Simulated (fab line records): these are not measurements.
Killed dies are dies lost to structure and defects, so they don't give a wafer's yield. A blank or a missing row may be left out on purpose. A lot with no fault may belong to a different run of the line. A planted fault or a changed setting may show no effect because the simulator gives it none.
fab line records    flow nand_harc    part 1 of 2: steps 1 to 4 of 6
record lots=24  wafers=72  last_day=33
route steps=1302 shown A_STAIRCASE@747 A_SGD_CUT@904
lots with no fault: from the same line, run without faults
start_h: start of the lot's first displayed wafer, in hours after the record's first day    wait_h: hours since the lot's step before    " the same as in the row above    L1.1+2: a single row standing in for several wafers    - no value present, or no start provided    * or withheld: withheld    < > ~ a bound
route shown NAME@n: names a module that has steps shown in the file, with the first one's number in the route    usual: average and standard deviation across the fault-free wafers    same: alike in all rows    chamber/n: place in a boat    sites: each site's reading    _std_site: their standard deviation    _edge_site: the outer-site mean with the inner-site mean subtracted    radius_mm: how far each site lies from the wafer's centre    mask NAME#n: copy n    behind: the most recent tool/chamber to have shaped the wafer    hold: reason for holding the lot/hours on hold/outcome of the hold    device: which transistor (n, p or np) failed to switch    end of line: the tests these same wafers got at the end of their route    step lacking rows: just its recipe    killed: at the first sort, the dies lost to defects and structure; wafer yield is something else    map: a wafer's dies, x killed, . not, _ none there
set.NAME: the setting the step ran with; set.NAME@STEP: the setting that earlier step ran with    model.NAME: the simulator's own value behind a step, which no gauge read
route steps across a sampled set of lots; one table per step, one row per wafer
services: a tool's chamber out of use, with start hour (start_h, from the record's first day; less than 0 if before it), hours out, and reason
## steps
# step NHARC_A_STAIRCASE_TRIM_233
# recipe time_s=211.2  o2_flow_sccm=500  ar_flow_sccm=0  bias_w=0  chemistry=O2
# usual drypump_motor_current_A=5.7/0.35  mfc_ar_sccm=0.010/0.013  oes_product_au=1.002/0.012  rf_vpp_V=57.6/0.89  showerhead_plenum_p_Torr=3.49/0.14  throttle_valve_pct=17.035/0.0096
# same bias_w=0  time_s=211.2
lot.wafer  tool         chamber  start_h  wait_h  drypump_motor_current_A  mfc_ar_sccm  oes_product_au  rf_hours_counter_h  rf_vpp_V  showerhead_plenum_p_Torr  throttle_valve_pct
L074.3     rie_diel-12  1        -        -       5.5                      0            0.991           28                  56.9      3.37                      17.040
L074.6     "            2        "        "       6.0                      0.004        0.994           -                   59.3      3.79                      17.046
L074.5     "            3        "        "       5.1                      0            1.010           -                   56.6      3.56                      17.033
L075.2     rie_diel-02  3        -        -       5.3                      0            1.011           49                  56.1      3.34                      17.034
L075.1     "            0        "        "       6.1                      0.009        0.986           52                  58.3      3.52                      17.032
L075.5     "            3        "        "       5.2                      0            0.997           -                   58.5      3.34                      17.041
L076.3     rie_diel-09  0        -        -       5.2                      0.007        1.002           16                  57.4      3.50                      17.033
L076.1     "            1        "        "       6.2                      0            0.994           10                  58.4      3.64                      17.045
L076.6     "            0        "        "       5.3                      0.007        0.996           -                   59.0      3.50                      17.043
L078.4     rie_diel-12  1        -        -       5.5                      0            0.985           47                  57.8      3.36                      17.034
L078.2     "            0        "        "       5.6                      0.002        1.007           43                  56.3      3.57                      17.030
L078.5     "            1        "        "       5.6                      0            0.982           -                   55.2      3.36                      17.045
L077.1     rie_diel-12  2        -        -       6.0                      0.004        0.984           50                  59.4      3.78                      17.036
L077.5     "            1        "        "       5.5                      0            0.996           -                   55.9      3.36                      17.031
L077.6     "            2        "        "       6.0                      0.004        0.990           -                   57.4      3.78                      17.048
L079.3     rie_diel-12  1        -        -       5.6                      0            0.980           48                  57.5      3.36                      17.043
L079.2     "            0        "        "       5.6                      0.002        0.999           45                  58.9      3.57                      17.038
L079.5     "            2        "        "       6.0                      0.004        0.982           -                   58.7      3.78                      17.032
L080.4     rie_diel-02  1        -        -       6.0                      0.028        1.015           8                   59.2      3.56                      17.049
L080.5     "            0        "        "       6.1                      0.009        1.007           -                   58.1      3.51                      17.038
L080.6     "            1        "        "       6.0                      0.028        1.007           -                   57.2      3.56                      17.033
L081.3     rie_diel-02  3        -        -       5.3                      0            0.998           13                  56.8      3.33                      17.017
L081.1     "            1        "        "       6.0                      0.028        1.004           14                  57.2      3.56                      17.039
L081.2     "            2        "        "       5.7                      0.035        0.998           11                  57.8      3.33                      17.020
L082.4     rie_diel-02  3        -        -       5.2                      0            1.012           -                   58.1      3.33                      17.040
L082.6     "            1        "        "       6.0                      0.028        1.006           -                   59.2      3.56                      17.046
L082.5     "            2        "        "       5.7                      0.035        1.003           -                   57.5      3.33                      17.036
L083.3     rie_diel-02  2        -        -       5.7                      0.035        0.995           17                  56.3      3.33                      17.030
L083.5     "            2        "        "       5.7                      0.035        1.006           -                   57.6      3.33                      17.053
L083.6     "            3        "        "       5.3                      0            0.996           -                   57.0      3.33                      17.037
L084.2     rie_diel-02  0        -        -       6.1                      0.009        1.013           16                  55.9      3.51                      17.028
L084.3     "            2        "        "       5.7                      0.035        1.001           18                  55.5      3.33                      17.047
L084.6     "            0        "        "       6.1                      0.009        1.007           -                   58.2      3.51                      17.036
L085.1     rie_diel-09  2        -        -       5.7                      0            1.023           51                  57.2      3.64                      17.046
L085.4     "            0        "        "       5.2                      0.007        1.001           49                  58.3      3.48                      17.047
L085.6     "            3        "        "       5.9                      0.013        1.014           -                   57.7      3.35                      17.026
L086.2     rie_diel-12  2        -        -       6.0                      0.004        0.995           12                  58.0      3.76                      17.048
L086.1     "            1        "        "       5.6                      0            1.002           12                  57.7      3.35                      17.043
L086.6     "            3        "        "       5.1                      0            1.025           -                   57.9      3.54                      17.044
L088.4     rie_diel-02  3        -        -       5.2                      0            0.996           29                  56.7      3.32                      17.028
L088.1     "            0        "        "       6.1                      0.009        1.001           27                  57.7      3.50                      17.028
L088.2     "            2        "        "       5.7                      0.035        1.001           28                  56.8      3.32                      17.024
L087.4     rie_diel-02  1        -        -       6.0                      0.028        1.007           34                  58.2      3.55                      17.026
L087.1     "            2        "        "       5.7                      0.035        1.008           30                  56.0      3.32                      17.032
L087.3     "            0        "        "       6.1                      0.009        0.998           29                  58.5      3.50                      17.045
L091.1     rie_diel-09  2        -        -       5.7                      0            0.997           3                   57.7      3.64                      17.020
L091.4     "            3        "        "       5.9                      0.013        1.017           3                   56.4      3.34                      17.029
L091.6     "            1        "        "       6.2                      0            1.023           -                   57.8      3.61                      17.018
L089.2     rie_diel-09  1        -        -       6.2                      0            1.035           3                   57.9      3.61                      17.035
L089.3     "            2        "        "       5.7                      0            1.002           4                   57.8      3.64                      17.063
L089.6     "            1        "        "       6.1                      0            1.025           -                   58.9      3.61                      17.036
L090.3     rie_diel-02  3        -        -       5.2                      0            1.014           39                  56.0      3.31                      17.034
L090.6     "            3        "        "       5.2                      0            1.015           -                   57.3      3.31                      17.026
L090.5     "            0        "        "       6.1                      0.009        0.996           -                   56.7      3.49                      17.036
L092.2     rie_diel-02  3        -        -       5.2                      0            1.019           49                  57.5      3.31                      17.033
L092.3     "            0        "        "       6.1                      0.009        0.989           48                  58.9      3.49                      17.032
L092.5     "            3        "        "       5.2                      0            1.022           -                   57.5      3.31                      17.042
L093.1     rie_diel-09  1        -        -       6.2                      0            1.003           13                  56.9      3.61                      17.049
L093.4     "            2        "        "       5.8                      0            0.986           13                  58.7      3.63                      17.026
L093.5     "            0        "        "       5.3                      0.007        0.993           -                   57.5      3.47                      17.017
L094.3     rie_diel-12  2        -        -       6.0                      0.004        0.990           38                  57.6      3.75                      17.019
L094.1     "            3        "        "       5.1                      0            1.014           39                  56.7      3.52                      17.042
L094.5     "            1        "        "       5.5                      0            0.999           -                   57.4      3.34                      17.038
L095.2     rie_diel-12  2        -        -       6.0                      0.004        0.983           43                  59.2      3.75                      17.010
L095.4     "            3        "        "       5.1                      0            0.999           44                  57.1      3.52                      17.014
L095.5     "            2        "        "       6.0                      0.004        0.985           -                   58.4      3.75                      17.051
L096.4     rie_diel-12  2        -        -       6.0                      0.004        0.979           43                  57.0      3.75                      17.042
L096.1     "            0        "        "       5.6                      0.002        0.996           43                  57.4      3.54                      17.035
L096.5     "            3        "        "       5.1                      0            1.004           -                   58.1      3.52                      17.019
L097.2     rie_diel-02  2        -        -       5.7                      0.035        0.987           3                   56.5      3.31                      17.033
L097.3     "            0        "        "       6.1                      0.009        0.998           4                   58.5      3.48                      17.050
L097.6     "            2        "        "       5.7                      0.035        0.983           -                   57.2      3.31                      17.023
# step NHARC_A_STAIRCASE_ETCH_236
# recipe target_depth_a=1000  time_s=40.5  ion_energy_ev=400  c4f8_flow_sccm=20  o2_flow_sccm=10  ar_flow_sccm=withheld  rf_w=600  bias_w=1000  chemistry=C4F8/O2
# usual bias_w=1000.0/2.9  oes_product_au=0.945/0.012  rf_vpp_V=895/5.1
# same time_s=40.5
lot.wafer  tool         chamber  start_h  wait_h  bias_w  oes_product_au  rf_hours_counter_h  rf_vpp_V
L074.3     rie_diel-12  0        -        -       1002.9  0.948           27                  896
L074.5     "            2        "        "       1005.0  0.942           -                   905
L074.6     "            3        "        "       998.8   0.947           -                   897
L075.1     rie_diel-02  0        -        -       1000.0  0.933           52                  895
L075.2     "            2        "        "       998.5   0.938           47                  889
L075.5     "            3        "        "       1000.0  0.940           -                   889
L076.3     rie_diel-09  2        -        -       996.8   0.962           15                  901
L076.1     "            0        "        "       1006.0  0.935           17                  895
L076.6     "            1        "        "       999.0   0.945           -                   899
L078.4     rie_diel-12  1        -        -       998.4   0.936           47                  889
L078.2     "            2        "        "       1003.6  0.917           49                  904
L078.5     "            2        "        "       1000.6  0.919           -                   904
L077.1     rie_diel-12  1        -        -       999.4   0.942           47                  889
L077.5     "            1        "        "       1001.8  0.933           -                   890
L077.6     "            2        "        "       1004.8  0.916           -                   906
L079.2     rie_diel-12  2        -        -       995.5   0.939           51                  905
L079.3     "            3        "        "       996.4   0.962           46                  898
L079.5     "            0        "        "       1004.4  0.952           -                   897
L080.4     rie_diel-02  3        -        -       999.9   0.950           7                   890
L080.6     "            0        "        "       1002.1  0.944           -                   895
L080.5     "            1        "        "       998.5   0.966           -                   897
L081.1     rie_diel-02  2        -        -       1006.3  0.938           12                  889
L081.3     "            3        "        "       1002.8  0.950           14                  888
L081.2     "            1        "        "       1000.6  0.938           14                  898
L082.4     rie_diel-02  2        -        -       999.4   0.943           -                   888
L082.5     "            3        "        "       999.0   0.948           -                   890
L082.6     "            1        "        "       1000.7  0.934           -                   897
L083.3     rie_diel-02  3        -        -       996.2   0.948           20                  888
L083.5     "            0        "        "       1001.8  0.949           -                   895
L083.6     "            1        "        "       996.9   0.950           -                   897
L084.3     rie_diel-02  0        -        -       1001.9  0.945           17                  896
L084.2     "            3        "        "       999.3   0.939           20                  889
L084.6     "            0        "        "       998.7   0.935           -                   895
L085.1     rie_diel-09  2        -        -       1003.1  0.961           51                  901
L085.4     "            1        "        "       1007.6  0.947           43                  900
L085.6     "            3        "        "       997.4   0.964           -                   890
L086.2     rie_diel-12  1        -        -       996.5   0.933           12                  889
L086.1     "            3        "        "       998.6   0.940           10                  895
L086.6     "            1        "        "       995.7   0.933           -                   890
L088.4     rie_diel-02  1        -        -       999.8   0.941           34                  896
L088.2     "            2        "        "       998.4   0.949           29                  887
L088.1     "            0        "        "       1000.8  0.936           28                  894
L087.4     rie_diel-02  3        -        -       999.6   0.931           31                  889
L087.1     "            0        "        "       994.7   0.924           29                  897
L087.3     "            1        "        "       998.7   0.936           34                  897
L091.4     rie_diel-09  2        -        -       994.1   0.953           3                   902
L091.1     "            0        "        "       997.6   0.942           3                   894
L091.6     "            2        "        "       1003.5  0.940           -                   900
L089.3     rie_diel-09  0        -        -       997.3   0.943           3                   896
L089.2     "            2        "        "       997.5   0.941           4                   900
L089.6     "            0        "        "       998.2   0.954           -                   894
L090.3     rie_diel-02  0        -        -       997.9   0.947           38                  896
L090.6     "            2        "        "       999.2   0.934           -                   888
L090.5     "            3        "        "       998.4   0.949           -                   889
L092.3     rie_diel-02  1        -        -       1001.8  0.962           48                  897
L092.2     "            2        "        "       1004.6  0.937           43                  888
L092.5     "            1        "        "       1004.5  0.970           -                   897
L093.1     rie_diel-09  2        -        -       996.1   0.949           13                  899
L093.4     "            3        "        "       995.9   0.969           11                  888
L093.5     "            3        "        "       999.4   0.963           -                   888
L094.3     rie_diel-12  3        -        -       1002.2  0.948           39                  896
L094.1     "            1        "        "       997.7   0.953           36                  888
L094.5     "            3        "        "       1003.1  0.942           -                   897
L095.4     rie_diel-12  3        -        -       1000.8  0.943           44                  896
L095.2     "            1        "        "       998.6   0.941           40                  888
L095.5     "            2        "        "       998.1   0.926           -                   904
L096.1     rie_diel-12  3        -        -       1000.7  0.943           44                  895
L096.4     "            1        "        "       998.2   0.942           40                  888
L096.5     "            2        "        "       1002.5  0.919           -                   905
L097.2     rie_diel-02  0        -        -       1001.8  0.936           4                   895
L097.3     "            2        "        "       994.8   0.945           4                   887
L097.6     "            0        "        "       998.7   0.938           -                   893
# step NHARC_A_STAIRCASE_DEP_259
# recipe target_thk_a=300  target_thk_nm=30  temp_c=400  pressure_torr=3.5  flow_sccm=200  rf_w=350  material=SiON
# usual heater_power_w=758/110
lot.wafer  tool      chamber  start_h  wait_h  heater_power_w
L074.3     pecvd-03  1        359.32   1.0     808
L074.5     "         0        "        "       862
L074.6     "         1        "        "       829
L075.2     pecvd-04  0        381.17   1.3     729
L075.1     "         1        "        "       641
L075.5     "         1        "        "       647
L076.3     pecvd-03  0        384.48   0.9     850
L076.1     "         1        "        "       817
L076.6     "         2        "        "       620
L078.2     pecvd-02  2        405.98   1.3     785
L078.4     "         0        "        "       696
L078.5     "         1        "        "       860
L077.1     pecvd-02  1        406.65   1.6     830
L077.5     "         1        "        "       831
L077.6     "         0        "        "       863
L079.3     pecvd-04  0        410.37   0.9     693
L079.2     "         1        "        "       626
L079.5     "         2        "        "       719
L080.4     pecvd-04  2        426.02   0.7     735
L080.6     "         0        "        "       810
L080.5     "         1        "        "       590
L081.1     pecvd-02  2        446.48   1.6     800
L081.3     "         0        "        "       741
L081.2     "         1        "        "       903
L082.6     pecvd-02  0        450.00   0.1     798
L082.5     "         1        "        "       903
L082.4     "         2        "        "       887
L083.3     pecvd-03  1        467.38   1.0     743
L083.5     "         1        "        "       749
L083.6     "         2        "        "       544
L084.3     pecvd-02  1        471.33   0.9     917
L084.2     "         0        "        "       854
L084.6     "         2        "        "       880
L085.1     pecvd-04  0        478.32   1.6     810
L085.4     "         1        "        "       573
L085.6     "         2        "        "       633
L086.1     pecvd-03  2        486.64   1.6     616
L086.2     "         0        "        "       841
L086.6     "         1        "        "       840
L088.1     pecvd-04  0        507.74   1.6     700
L088.2     "         1        "        "       576
L088.4     "         0        "        "       713
L087.3     pecvd-04  1        511.95   0.9     617
L087.1     "         2        "        "       646
L087.4     "         2        "        "       653
L091.1     pecvd-02  0        521.05   1.6     868
L091.6     "         1        "        "       859
L091.4     "         2        "        "       787
L089.3     pecvd-02  1        524.24   1.0     937
L089.2     "         2        "        "       852
L089.6     "         1        "        "       904
L090.3     pecvd-04  2        533.41   1.0     652
L090.6     "         0        "        "       772
L090.5     "         1        "        "       586
L092.3     pecvd-02  1        550.84   1.4     885
L092.2     "         2        "        "       886
L092.5     "         2        "        "       912
L093.1     pecvd-04  1        552.31   1.6     572
L093.5     "         2        "        "       605
L093.4     "         0        "        "       741
L094.1     pecvd-02  2        567.99   1.6     881
L094.3     "         0        "        "       815
L094.5     "         1        "        "       908
L095.2     pecvd-02  2        576.89   1.3     844
L095.5     "         2        "        "       818
L095.4     "         0        "        "       804
L096.1     pecvd-04  2        577.11   1.5     597
L096.5     "         0        "        "       822
L096.4     "         1        "        "       586
L097.2     pecvd-03  1        602.61   1.4     776
L097.3     "         0        "        "       701
L097.6     "         0        "        "       715
# step NHARC_A_STAIRCASE_STRIP_274
# recipe o2_flow_sccm=500  ar_flow_sccm=0  bias_w=0  chemistry=O2
# usual drypump_motor_current_A=5.7/0.35  mfc_ar_sccm=0.008/0.01  oes_product_au=1.004/0.011  rf_vpp_V=57.6/0.84  showerhead_plenum_p_Torr=3.50/0.13  throttle_valve_pct=17.038/0.01
# same bias_w=0
lot.wafer  tool         chamber  start_h  wait_h  drypump_motor_current_A  mfc_ar_sccm  oes_product_au  rf_hours_counter_h  rf_vpp_V  showerhead_plenum_p_Torr  throttle_valve_pct
L074.3     rie_diel-09  3        -        -       5.9                      0.013        0.999           10                  57.5      3.37                      17.047
L074.5     "            1        "        "       6.2                      0            0.987           -                   57.0      3.64                      17.025
L074.6     "            2        "        "       5.7                      0            1.022           -                   56.8      3.67                      17.037
L075.1     rie_diel-02  2        -        -       5.7                      0.035        1.009           51                  57.5      3.34                      17.050
L075.2     "            3        "        "       5.2                      0            1.009           51                  57.1      3.34                      17.044
L075.5     "            2        "        "       5.7                      0.035        1.011           -                   57.5      3.34                      17.029
L076.1     rie_diel-02  3        -        -       5.2                      0            1.015           52                  57.5      3.34                      17.039
L076.3     "            1        "        "       6.1                      0.028        1.022           56                  57.7      3.57                      17.049
L076.6     "            2        "        "       5.7                      0.035        1.012           -                   58.2      3.33                      17.029
L078.2     rie_diel-09  3        -        -       5.9                      0.013        0.992           29                  55.4      3.36                      17.048
L078.5     "            0        "        "       5.3                      0.007        0.990           -                   58.6      3.49                      17.040
L078.4     "            2        "        "       5.7                      0            1.018           -                   57.0      3.65                      17.047
L077.1     rie_diel-02  3        -        -       5.2                      0            1.009           2                   56.6      3.33                      17.034
L077.6     "            3        "        "       5.2                      0            1.013           -                   57.9      3.33                      17.046
L077.5     "            0        "        "       6.1                      0.009        1.009           -                   58.1      3.51                      17.036
L079.2     rie_diel-09  0        -        -       5.2                      0.007        1.008           28                  59.5      3.49                      17.058
L079.3     "            1        "        "       6.2                      0            1.016           23                  58.9      3.63                      17.035
L079.5     "            1        "        "       6.2                      0            1.004           -                   58.5      3.63                      17.020
L080.4     rie_diel-09  0        -        -       5.2                      0.007        0.992           32                  57.9      3.49                      17.031
L080.5     "            3        "        "       5.9                      0.013        1.002           -                   57.3      3.35                      17.053
L080.6     "            0        "        "       5.3                      0.007        1.004           -                   56.8      3.49                      17.046
L081.3     rie_diel-09  3        -        -       5.9                      0.013        1.001           40                  58.2      3.35                      17.046
L081.2     "            1        "        "       6.2                      0            1.000           34                  59.2      3.62                      17.047
L081.1     "            2        "        "       5.7                      0            1.024           42                  57.9      3.65                      17.048
L082.4     rie_diel-09  1        -        -       6.2                      0            1.000           36                  56.1      3.62                      17.038
L082.5     "            1        "        "       6.2                      0            1.001           -                   57.6      3.62                      17.032
L082.6     "            2        "        "       5.7                      0            1.022           -                   56.4      3.65                      17.046
L083.3     rie_diel-12  0        -        -       5.5                      0.002        1.005           6                   58.2      3.56                      17.023
L083.6     "            2        "        "       6.0                      0.004        0.989           -                   57.7      3.76                      17.037
L083.5     "            3        "        "       5.1                      0            1.013           -                   57.4      3.54                      17.039
L084.2     rie_diel-02  3        -        -       5.2                      0            0.998           23                  58.3      3.32                      17.038
L084.3     "            2        "        "       5.7                      0.035        1.001           23                  57.0      3.32                      17.035
L084.6     "            0        "        "       6.1                      0.009        0.996           -                   58.5      3.50                      17.051
L085.1     rie_diel-09  3        -        -       5.9                      0.013        1.013           51                  58.3      3.34                      17.050
L085.4     "            1        "        "       6.2                      0            1.001           45                  57.7      3.62                      17.046
L085.6     "            2        "        "       5.7                      0            1.014           -                   55.8      3.64                      17.038
L086.1     rie_diel-12  0        -        -       5.6                      0.002        1.008           12                  57.5      3.55                      17.055
L086.2     "            3        "        "       5.1                      0            1.011           13                  57.7      3.54                      17.045
L086.6     "            0        "        "       5.6                      0.002        1.007           -                   58.1      3.55                      17.032
L088.2     rie_diel-09  3        -        -       5.9                      0.013        1.012           2                   57.7      3.34                      17.022
L088.4     "            0        "        "       5.2                      0.007        0.997           1                   57.6      3.47                      17.041
L088.1     "            1        "        "       6.2                      0            1.018           1                   58.1      3.61                      17.036
L087.3     rie_diel-12  1        -        -       5.6                      0            1.003           23                  59.1      3.34                      17.045
L087.1     "            2        "        "       6.0                      0.004        1.002           25                  58.7      3.76                      17.029
L087.4     "            0        "        "       5.6                      0.002        1.012           24                  58.2      3.55                      17.041
L091.1     rie_diel-02  2        -        -       5.7                      0.035        0.996           36                  57.2      3.32                      17.017
L091.4     "            0        "        "       6.1                      0.009        0.986           37                  59.7      3.49                      17.038
L091.6     "            3        "        "       5.3                      0            1.014           -                   57.3      3.32                      17.031
L089.3     rie_diel-09  0        -        -       5.3                      0.007        0.991           7                   57.7      3.47                      17.027
L089.2     "            3        "        "       5.9                      0.013        1.010           4                   57.1      3.34                      17.037
L089.6     "            1        "        "       6.2                      0            1.025           -                   57.0      3.61                      17.039
L090.3     rie_diel-09  1        -        -       6.2                      0            1.011           11                  56.9      3.61                      17.035
L090.6     "            0        "        "       5.2                      0.007        0.997           -                   57.9      3.47                      17.036
L090.5     "            1        "        "       6.2                      0            1.007           -                   58.0      3.61                      17.033
L092.2     rie_diel-02  1        -        -       6.1                      0.028        0.994           52                  57.3      3.54                      17.021
L092.3     "            0        "        "       6.1                      0.009        0.994           51                  58.8      3.49                      17.042
L092.5     "            2        "        "       5.7                      0.035        0.999           -                   56.9      3.31                      17.040
L093.1     rie_diel-09  3        -        -       5.9                      0.013        1.005           13                  57.1      3.33                      17.053
L093.4     "            0        "        "       5.3                      0.007        0.999           17                  58.7      3.47                      17.039
L093.5     "            0        "        "       5.2                      0.007        0.999           -                   56.1      3.47                      17.022
L094.1     rie_diel-12  2        -        -       6.0                      0.004        0.996           42                  58.9      3.75                      17.045
L094.3     "            3        "        "       5.1                      0            0.999           43                  58.6      3.52                      17.057
L094.5     "            3        "        "       5.1                      0            1.008           -                   56.3      3.52                      17.031
L095.2     rie_diel-09  0        -        -       5.2                      0.007        1.010           25                  56.1      3.46                      17.047
L095.4     "            2        "        "       5.7                      0            1.000           22                  57.7      3.63                      17.046
L095.5     "            3        "        "       5.9                      0.013        1.018           -                   56.4      3.33                      17.048
L096.1     rie_diel-09  3        -        -       5.9                      0.013        1.006           21                  56.8      3.33                      17.047
L096.4     "            0        "        "       5.2                      0.007        1.006           25                  56.8      3.46                      17.042
L096.5     "            3        "        "       5.9                      0.013        0.995           -                   56.9      3.33                      17.025
L097.3     rie_diel-12  3        -        -       5.1                      0            1.001           54                  56.6      3.52                      17.047
L097.2     "            0        "        "       5.6                      0.002        0.984           56                  58.9      3.53                      17.040
L097.6     "            1        "        "       5.5                      0            0.991           -                   57.9      3.32                      17.037
